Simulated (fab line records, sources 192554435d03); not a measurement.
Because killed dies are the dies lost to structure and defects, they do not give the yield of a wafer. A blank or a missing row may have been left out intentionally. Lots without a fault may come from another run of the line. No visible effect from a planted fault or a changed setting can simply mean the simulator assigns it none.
fab line records    flow n5Finfet
record: lots: 10  wafers: 30  lastDay: 17
route steps=1938 shown BEOL_M8@1345
lots untouched by any fault: they come from a run of this same line in which no faults occurred
startH: the number of hours between the record's first day and the start of the first shown wafer of the lot    waitH: how many hours have passed since the lot's step before this one    " as in the row above    L1.1+2: a single row standing in for several wafers    - no value present, or no start provided    * or withheld: withheld    < > ~ a bound
route shown NAME@n: a module of which the file shows steps, and the number in the route of the first    usual: mean/standard deviation taken from wafers without a fault    same: alike in all rows    chamber/n: place in a boat    sites: per-site readings    _std_site: how widely they spread, as a standard deviation    _edge_site: outer sites' mean less inner sites'    radiusMm: how far each site lies from the wafer's centre    mask NAME#n: copy n    behind: the last tool/chamber to shape the wafer    hold: the reason the lot was held/the length of the hold in hours/how it ended    device: whichever transistor did not switch (one of n, p or np)    end of line: tests run on the same wafers once the route is complete    for a step that has no rows: nothing shown but its recipe    killed: dies that structure and defects cost at the first sort, which is not the same as the wafer's yield    map: per-die view of a wafer (x killed, . not killed, _ where there is no die)
set.NAME: the run value of the setting; set.NAME@STEP: its run value at that earlier step    model.NAME: the simulator's own value behind a step, which no gauge read
the route's steps for a sample of lots (tables are steps, rows are wafers)
services: the hour from which a tool's chamber was out of use, counted from the record's first day as startH (under 0 if before that day), plus the number of hours and why
== steps ==
step: N5_BEOL_M8_CD_MEAS_11
recipe: targetCdNm: 38.5  landingEnergyEv: 500  detector: seInlens  polarity: opening
usual: cdNm: 38.5/0.41
same: landingEnergyEv: 500
lot.wafer  tool      chamber  startH  waitH  cdNm
L628.1     cdSem-03  0        204.32  -      38.8
L628.2     "         0        "       "      39.2
L628.3     "         0        "       "      38.6
L629.1     cdSem-02  0        209.19  -      38.3
L629.2     "         0        "       "      39.1
L629.4     "         0        "       "      39.1
L633.1     cdSem-01  0        222.67  -      38.3
L633.2     "         0        "       "      38.2
L633.3     "         0        "       "      38.1
L634.2     cdSem-02  0        240.06  -      38.1
L634.5     "         0        "       "      38.5
L634.6     "         0        "       "      38.0
L636.2     cdSem-03  0        244.25  -      38.8
L636.5     "         0        "       "      39.1
L636.6     "         0        "       "      39.1
L638.1     cdSem-03  0        260.68  -      38.8
L638.3     "         0        "       "      39.0
L638.6     "         0        "       "      38.6
L643.1     cdSem-02  0        284.17  -      38.1
L643.3     "         0        "       "      39.2
L643.6     "         0        "       "      38.8
L646.1     cdSem-01  0        313.71  -      38.6
L646.2     "         0        "       "      39.0
L646.3     "         0        "       "      39.3
L650.2     cdSem-01  0        327.67  -      37.8
L650.4     "         0        "       "      37.9
L650.6     "         0        "       "      38.1
L651.3     cdSem-01  0        337.22  -      38.0
L651.4     "         0        "       "      37.9
L651.5     "         0        "       "      38.5
step: N5_BEOL_M8_STRIP_19
recipe: chemistry: O2  powerW: 400  tempC: 40  pressureMtorr: 30  rfFrequencyHz: 6e+07  biasPowerW: 0  overashFraction: 0.2  o2FlowSccm: 225
usual: chamberPressureMTorr: 30.00/0.036  drypumpMotorCurrentA: 5.7/0.54  oesProductAu: 0.80/0.091  rfVppV: 3.6/0.59  showerheadPlenumPTorr: 2.10/0.072  throttleValvePct: 16.64/0.19
lot.wafer  tool        chamber  startH  waitH  chamberPressureMTorr  drypumpMotorCurrentA  oesProductAu  rfHoursCounterH  rfVppV  showerheadPlenumPTorr  throttleValvePct
L628.1     rieDiel-04  3        205.00  0.1    29.95                 5.6                   0.73          197              3.9     1.99                   16.50
L628.2     "           2        "       "      30.07                 6.5                   0.93          18               3.7     2.23                   16.53
L628.3     "           1        "       "      30.02                 5.6                   0.69          221              4.3     2.07                   16.70
L629.1     rieDiel-06  3        209.91  0.3    30.01                 6.8                   0.74          182              3.7     2.18                   16.83
L629.2     "           0        "       "      30.02                 5.5                   0.75          151              2.7     2.18                   16.82
L629.4     "           2        "       "      30.02                 5.4                   0.93          16               4.0     2.05                   16.46
L633.1     rieDiel-06  0        223.54  0.1    29.98                 5.5                   0.74          156              3.8     2.18                   16.82
L633.2     "           3        "       "      29.95                 6.8                   0.74          187              4.0     2.18                   16.83
L633.3     "           2        "       "      30.03                 5.4                   0.91          21               3.1     2.05                   16.48
L634.2     rieDiel-01  3        240.87  0.1    29.97                 5.8                   0.88          53               3.3     2.14                   16.60
L634.5     "           0        "       "      30.03                 5.3                   0.90          -                4.2     2.15                   16.84
L634.6     "           1        "       "      30.05                 4.8                   0.87          -                3.0     2.04                   16.33
L636.2     rieDiel-01  2        245.05  0.2    29.96                 5.5                   0.70          202              3.8     2.08                   16.59
L636.5     "           3        "       "      30.01                 5.8                   0.86          -                3.9     2.14                   16.63
L636.6     "           0        "       "      30.01                 5.4                   0.90          -                3.1     2.14                   16.84
L638.1     rieDiel-06  2        261.21  0.1    30.02                 5.4                   0.88          35               2.7     2.05                   16.53
L638.3     "           3        "       "      29.92                 6.8                   0.72          201              4.3     2.17                   16.87
L638.6     "           0        "       "      30.05                 5.5                   0.73          -                3.3     2.17                   16.86
L643.1     rieDiel-06  3        284.99  0.2    30.02                 6.8                   0.71          210              3.6     2.17                   16.88
L643.3     "           0        "       "      29.99                 5.5                   0.72          182              3.7     2.17                   16.87
L643.6     "           3        "       "      30.05                 6.8                   0.71          -                4.5     2.17                   16.90
L646.1     rieDiel-04  1        314.19  0.1    30.00                 5.6                   0.95          6                2.9     2.06                   16.30
L646.2     "           3        "       "      29.97                 5.6                   0.69          244              3.3     1.97                   16.61
L646.3     "           0        "       "      30.01                 5.6                   0.88          34               3.6     2.06                   16.77
L650.2     rieDiel-06  3        328.15  0.1    29.98                 6.8                   0.70          229              3.7     2.16                   16.93
L650.4     "           1        "       "      30.01                 5.3                   0.94          6                4.3     2.05                   16.28
L650.6     "           2        "       "      30.04                 5.4                   0.84          -                4.0     2.04                   16.56
L651.3     rieDiel-01  3        337.72  0.1    30.04                 5.8                   0.82          88               4.3     2.13                   16.67
L651.4     "           2        "       "      30.05                 5.5                   0.68          234              2.0     2.06                   16.66
L651.5     "           0        "       "      30.00                 5.4                   0.85          -                3.6     2.13                   16.91
step: N5_BEOL_M8_INSPECT_30
recipe: mode: adi  inspectInstrument: brightfield
usual: rawDefectCount: 400/85
lot.wafer  tool              chamber  startH  waitH  rawDefectCount
L628.1     defectInspect-02  -        206.18  0.1    330
L628.2     "                 -        "       "      260
L628.3     "                 -        "       "      430
L629.1     defectInspect-02  -        212.22  0.1    391
L629.2     "                 -        "       "      427
L629.4     "                 -        "       "      353
L633.1     defectInspect-02  -        225.11  0.1    403
L633.2     "                 -        "       "      393
L633.3     "                 -        "       "      468
L634.2     defectInspect-01  -        243.10  0.0    359
L634.5     "                 -        "       "      370
L634.6     "                 -        "       "      287
L636.2     defectInspect-01  -        247.20  0.0    294
L636.5     "                 -        "       "      261
L636.6     "                 -        "       "      387
L638.1     defectInspect-01  -        261.67  0.1    341
L638.3     "                 -        "       "      366
L638.6     "                 -        "       "      465
L643.1     defectInspect-02  -        289.11  0.1    414
L643.3     "                 -        "       "      422
L643.6     "                 -        "       "      363
L646.1     defectInspect-02  -        315.04  0.1    353
L646.2     "                 -        "       "      605
L646.3     "                 -        "       "      364
L650.2     defectInspect-01  -        329.66  0.0    397
L650.4     "                 -        "       "      352
L650.6     "                 -        "       "      556
L651.3     defectInspect-02  -        340.82  0.0    206
L651.4     "                 -        "       "      266
L651.5     "                 -        "       "      288
step: N5_BEOL_M8_ETCH_72
recipe: chemistry: N2/H2  target: underlayer  targetDepthA: 65  maskMaterial: CAR-EUV  timeS: 5.2  ionEnergyEv: 200  pressureMtorr: 30  sourceW: 840  biasW: 150  n2FlowSccm: 200  h2FlowSccm: 200  ends: cleared
usual: chamberPressureMTorr: 30.00/0.042  drypumpMotorCurrentA: 5.6/0.49  etchRfOnTimeS: 5.19/0.075  h2FlowSccm: 200.1/0.58  oesProductAu: 0.69/0.073  rfVppV: 523.9/2.3  showerheadPlenumPTorr: 2.54/0.08  throttleValvePct: 17.84/0.16
lot.wafer  tool        chamber  startH  waitH  chamberPressureMTorr  drypumpMotorCurrentA  etchRfOnTimeS  h2FlowSccm  oesProductAu  rfHoursCounterH  rfVppV  showerheadPlenumPTorr  throttleValvePct
L628.1     rieDiel-01  2        206.31  0.0    30.06                 5.5                   5.21           200.1       0.61          186              526.7   2.53                   17.78
L628.2     "           1        "       "      29.94                 4.9                   5.13           200.9       0.77          33               521.6   2.49                   17.55
L628.3     "           3        "       "      29.94                 5.8                   5.21           200.9       0.76          41               525.3   2.60                   17.73
L629.1     rieDiel-01  0        212.29  0.0    29.96                 5.4                   5.03           199.8       0.78          22               525.9   2.61                   18.06
L629.2     "           3        "       "      29.95                 5.8                   5.20           199.9       0.75          44               527.9   2.60                   17.77
L629.4     "           1        "       "      29.85                 4.9                   5.12           199.8       0.76          35               524.0   2.48                   17.59
L633.1     rieDiel-01  2        225.67  0.0    29.99                 5.5                   5.23           200.2       0.62          194              524.9   2.52                   17.80
L633.2     "           3        "       "      30.03                 5.8                   5.27           200.8       0.74          48               525.9   2.59                   17.74
L633.3     "           1        "       "      29.98                 4.8                   5.17           199.4       0.75          40               523.6   2.48                   17.60
L634.2     rieDiel-04  1        243.73  0.0    29.94                 5.6                   5.32           199.9       0.58          235              522.9   2.51                   18.01
L634.5     "           3        "       "      30.01                 5.6                   5.14           199.7       0.61          -                520.7   2.41                   17.72
L634.6     "           2        "       "      29.97                 6.5                   5.11           200.4       0.75          -                527.1   2.71                   17.84
L636.2     rieDiel-06  3        247.34  0.0    29.94                 6.9                   5.22           200.1       0.62          194              523.8   2.63                   17.89
L636.5     "           0        "       "      30.03                 5.5                   5.19           200.2       0.63          -                526.8   2.64                   18.02
L636.6     "           2        "       "      29.97                 5.4                   5.19           199.7       0.75          -                520.1   2.49                   17.64
L638.1     rieDiel-01  0        261.74  0.0    29.99                 5.3                   5.03           199.7       0.76          40               526.2   2.60                   18.07
L638.3     "           3        "       "      30.01                 5.8                   5.18           200.8       0.74          61               525.7   2.59                   17.74
L638.6     "           1        "       "      29.95                 4.9                   5.13           199.4       0.74          -                522.8   2.48                   17.61
L643.1     rieDiel-01  1        289.18  0.0    30.04                 4.9                   5.08           219.8       0.73          63               522.9   2.53                   18.26
L643.3     "           2        "       "      30.01                 5.5                   5.05           220.2       0.61          217              523.7   2.57                   18.46
L643.6     "           1        "       "      30.04                 4.8                   5.04           220.1       0.72          -                523.2   2.53                   18.27
L646.1     rieDiel-01  2        315.14  0.0    30.04                 5.5                   5.10           219.9       0.59          226              523.1   2.57                   18.48
L646.2     "           1        "       "      30.01                 4.9                   5.17           219.3       0.72          72               524.3   2.53                   18.32
L646.3     "           0        "       "      30.02                 5.3                   4.99           220.3       0.74          58               525.3   2.66                   18.76
L650.2     rieDiel-04  2        329.73  0.0    29.94                 6.6                   5.26           200.1       0.72          66               528.7   2.70                   17.93
L650.4     "           0        "       "      30.07                 5.6                   5.06           199.3       0.75          39               521.2   2.49                   17.97
L650.6     "           0        "       "      29.96                 5.6                   5.03           199.6       0.74          -                520.6   2.49                   17.98
L651.3     rieDiel-04  2        340.89  0.0    30.04                 6.5                   5.18           200.9       0.72          69               526.4   2.69                   17.95
L651.4     "           0        "       "      29.99                 5.6                   5.08           199.6       0.74          -                520.8   2.49                   17.96
L651.5     "           2        "       "      30.06                 6.5                   5.21           200.1       0.73          -                528.2   2.69                   17.97
== services ==
tool        chamber  startH  hours  kind
rieDiel-04  0        204.28  -      clean
rieDiel-04  0        204.28  -      consumableReplace:focusRing
rieDiel-04  0        204.28  17.3   scheduledDown
rieDiel-04  0        204.28  17.3   ventCycle
rieDiel-04  1        217.32  5.2    repair
rieDiel-06  1        242.35  55.8   repair
rieDiel-04  0        265.68  8.2    repair
rieDiel-06  2        272.24  7.4    repair
rieDiel-04  1        282.28  -      clean
rieDiel-04  1        282.28  -      consumableReplace:focusRing
rieDiel-04  1        282.28  15.7   scheduledDown
rieDiel-04  1        282.28  15.7   ventCycle
rieDiel-06  1        298.26  -      clean
rieDiel-06  1        298.26  -      consumableReplace:focusRing
rieDiel-06  1        298.26  15.7   scheduledDown
rieDiel-06  1        298.26  15.7   ventCycle
rieDiel-04  2        302.97  9.8    repair
rieDiel-04  3        333.62  -      clean
rieDiel-04  3        333.62  -      consumableReplace:focusRing
rieDiel-04  3        333.62  -      consumableReplace:showerhead
rieDiel-04  3        333.62  16.5   scheduledDown
rieDiel-04  3        333.62  16.5   ventCycle
== key ==
firstSign: step: N5_BEOL_M8_ETCH_72  reading: h2FlowSccm  direction: up  sigmas: 34  usual: 200.1  struck: 219.9
effect: step: N5_BEOL_M8_ETCH_72  reading: throttleValvePct  direction: up  sigmas: 3.7  usual: *  struck: *
metAt N5_BEOL_M8_ETCH_72
struckLots L643,L646
notActingAt N5_BEOL_M8_CD_MEAS_11,N5_BEOL_M8_STRIP_19,N5_BEOL_M8_INSPECT_30
onsetBetween 261.74 289.18
fault: kind: processParameterDrift  tool: rieDiel-01  chamber: -  onsetH: 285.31  steps: N5_BEOL_M8_ETCH_72  channel: h2FlowSccm  offset: 20  shape: step  endH: 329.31  actsIn: theseRecipesOnly  stated: 200
